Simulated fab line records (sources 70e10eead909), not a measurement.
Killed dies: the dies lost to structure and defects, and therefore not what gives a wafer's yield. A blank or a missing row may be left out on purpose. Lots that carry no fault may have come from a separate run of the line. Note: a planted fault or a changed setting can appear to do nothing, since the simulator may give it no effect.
Chamber matching / flow nand-harc / 4 sister chambers for NHARC_A_STAIRCASE_ETCHBACK_422 on rie-diel-08
The step etches the open film in CH3F/O2, target depth 40 nm, time 74.286 s. 4 wafers are shown with their chamber, then 7 later ones without.

WAFERS PAIRED WITH THEIR CHAMBERS
wafer=L609.2; chamber=3; showerhead-plenum-p-Torr (Torr)=2.40
wafer=L625.5; chamber=0; showerhead-plenum-p-Torr (Torr)=2.28
wafer=L624.2; chamber=1; showerhead-plenum-p-Torr (Torr)=2.44
wafer=L624.3; chamber=2; showerhead-plenum-p-Torr (Torr)=2.38

WAFERS WITH NO CHAMBER GIVEN
wafer=L624.4; showerhead-plenum-p-Torr (Torr)=2.38
wafer=L628.1; showerhead-plenum-p-Torr (Torr)=2.44
wafer=L628.2; showerhead-plenum-p-Torr (Torr)=2.27
wafer=L628.4; showerhead-plenum-p-Torr (Torr)=2.38
wafer=L629.2; showerhead-plenum-p-Torr (Torr)=2.38
wafer=L629.4; showerhead-plenum-p-Torr (Torr)=2.27
wafer=L629.6; showerhead-plenum-p-Torr (Torr)=2.44

WHICH CHAMBER EACH ONE RAN IN
wafer=L624.4; from the rows above=2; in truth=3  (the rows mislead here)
wafer=L628.1; from the rows above=1; in truth=1
wafer=L628.2; from the rows above=0; in truth=0
wafer=L628.4; from the rows above=2; in truth=2
wafer=L629.2; from the rows above=2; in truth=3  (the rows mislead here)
wafer=L629.4; from the rows above=0; in truth=0
wafer=L629.6; from the rows above=1; in truth=1
Correct placement for 5 of the 7. Number that these rows cannot place: 0. Placed wrongly: 2.
How it was worked out, from the rows above alone: a wafer's distance from a chamber is the root of the sum, over the readings, of the square of ((its reading less the chamber's mean) divided by the reading's scatter). If the next closest chamber is less than 2 further off than the closest, the wafer can't be placed; otherwise it belongs to the closest. The mean given for a chamber averages the wafers shown for that chamber. The scatter: root of mean squared gap, hidden wafer to nearest shown wafer, with one shown wafer a chamber.
